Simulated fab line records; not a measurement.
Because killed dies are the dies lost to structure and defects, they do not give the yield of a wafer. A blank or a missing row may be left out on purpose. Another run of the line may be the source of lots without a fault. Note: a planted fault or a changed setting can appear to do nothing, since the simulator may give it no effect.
Matching of chambers + flow nand harc + NHARC_A_WL_FILL_ALD_00 on ald hk-04: 4 sister chambers
The step deposits Al2O3, target thk 3 nm, pulse time 3 s, ald cycles 30. 4 wafers are shown with their chamber, then 7 later ones without.

## WAFERS PAIRED WITH THEIR CHAMBERS
| wafer  | chamber | heater power w (W) |
|--------|---------|--------------------|
| L085.5 | 1       | 520                |
| L085.6 | 2       | 376                |
| L085.1 | 0       | 514                |
| L085.3 | 3       | 465                |

## WAFERS WHOSE CHAMBER IS MISSING
| wafer  | heater power w (W) |
|--------|--------------------|
| L085.4 | 373                |
| L094.2 | 489                |
| L094.3 | 529                |
| L094.4 | 390                |
| L096.4 | 488                |
| L096.5 | 372                |
| L096.6 | 494                |

## WHICH CHAMBER EACH ONE RAN IN
| wafer  | from the rows above          | in truth |
|--------|------------------------------|----------|
| L085.4 | 2                            | 2        |
| L094.2 | can't be placed: 3 or 0 or 1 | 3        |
| L094.3 | can't be placed: 1 or 0      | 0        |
| L094.4 | 2                            | 2        |
| L096.4 | can't be placed: 3 or 0 or 1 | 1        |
| L096.5 | 2                            | 2        |
| L096.6 | can't be placed: 0 or 1 or 3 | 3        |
3 of 7 placed correctly. From these rows, 4 cannot be placed; in 4 the true chamber is one of the candidates. Placed wrongly: 0.
How it was worked out, from the rows above alone: a wafer's distance from a chamber is the root of the sum, over the readings, of the square of ((its reading less the chamber's mean) divided by the reading's scatter). The wafer belongs to the nearest chamber; if the next one is less than 2 further off, it can't be placed. A chamber's mean is the mean of its shown wafers. The scatter (one wafer shown for each chamber): square how far every hidden wafer sits from the nearest shown wafer, average those squares and take the square root.
